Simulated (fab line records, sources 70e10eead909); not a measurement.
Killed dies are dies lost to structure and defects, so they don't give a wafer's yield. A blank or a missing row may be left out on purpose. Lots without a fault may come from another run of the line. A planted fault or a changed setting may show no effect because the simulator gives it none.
Chamber matching | flow nand_harc | NHARC_A_STAIRCASE_ETCH_313 on rie_diel-01: 4 sister chambers
The step etches the open film in CF4/CHF3. 18 wafers are shown with their chamber, then 9 later ones without.

WAFERS WITH THEIR CHAMBER
wafer  | chamber | drypump_motor_current_A (A) | showerhead_plenum_p_Torr (Torr) | rf_vpp_V (V)
L074.1 | 3       | 6.6                         | 1.64                            | 371.4
L074.5 | 2       | 5.2                         | 1.62                            | 371.9
L074.6 | 3       | 6.6                         | 1.64                            | 372.7
L079.2 | 0       | 5.8                         | 1.63                            | 372.7
L079.3 | 2       | 5.2                         | 1.61                            | 371.7
L079.6 | 0       | 5.8                         | 1.62                            | 372.2
L076.1 | 2       | 5.1                         | 1.61                            | 373.4
L076.3 | 0       | 5.8                         | 1.62                            | 371.5
L076.5 | 0       | 5.8                         | 1.62                            | 373.2
L087.1 | 0       | 5.8                         | 1.62                            | 372.6
L087.2 | 1       | 5.0                         | 1.53                            | 370.2
L087.3 | 2       | 5.1                         | 1.61                            | 370.7
L090.1 | 3       | 6.6                         | 1.63                            | 374.2
L090.3 | 0       | 5.8                         | 1.62                            | 370.3
L090.5 | 2       | 5.2                         | 1.61                            | 371.7
L094.1 | 3       | 6.6                         | 1.63                            | 373.4
L094.3 | 1       | 5.0                         | 1.53                            | 369.8
L094.6 | 3       | 6.6                         | 1.63                            | 372.6

SIGNATURES (means of the wafers above)
reading                  | chamber 0 | chamber 1 | chamber 2 | chamber 3 | scatter within a chamber
drypump_motor_current_A  | 5.800     | 5.000     | 5.160     | 6.600     | 0.0293
showerhead_plenum_p_Torr | 1.6217    | 1.5300    | 1.6120    | 1.6340    | 0.0045
rf_vpp_V                 | 372.083   | 370.000   | 371.880   | 372.860   | 0.985
Rule: a wafer's distance from a chamber is the root of the sum, over the readings, of the square of ((its reading less the chamber's mean) divided by the reading's scatter). The wafer belongs to the nearest chamber; if the next one is less than 2 further off, it can't be placed. The scatter: the root of (the sum of the squares of (reading less its chamber's mean) over the shown wafers, divided by (wafers less chambers)).

WAFERS WITHOUT THEIR CHAMBER
wafer  | drypump_motor_current_A (A) | showerhead_plenum_p_Torr (Torr) | rf_vpp_V (V)
L093.1 | 5.2                         | 1.61                            | 372.0
L093.3 | 6.6                         | 1.63                            | 372.8
L093.4 | 5.8                         | 1.62                            | 373.1
L095.3 | 5.0                         | 1.53                            | 369.4
L095.5 | 5.2                         | 1.60                            | 370.9
L095.6 | 6.6                         | 1.63                            | 373.3
L097.1 | 5.2                         | 1.60                            | 372.9
L097.3 | 5.0                         | 1.53                            | 369.3
L097.4 | 6.6                         | 1.63                            | 371.8

WHICH CHAMBER EACH WENT THROUGH
wafer  | from the rows above | in truth
L093.1 | 2                   | 2
L093.3 | 3                   | 3
L093.4 | 0                   | 0
L095.3 | 1                   | 1
L095.5 | 2                   | 2
L095.6 | 3                   | 3
L097.1 | 2                   | 2
L097.3 | 1                   | 1
L097.4 | 3                   | 3
Placed correctly: 9 of 9. Can't be placed from these rows: 0. Placed wrongly: 0.
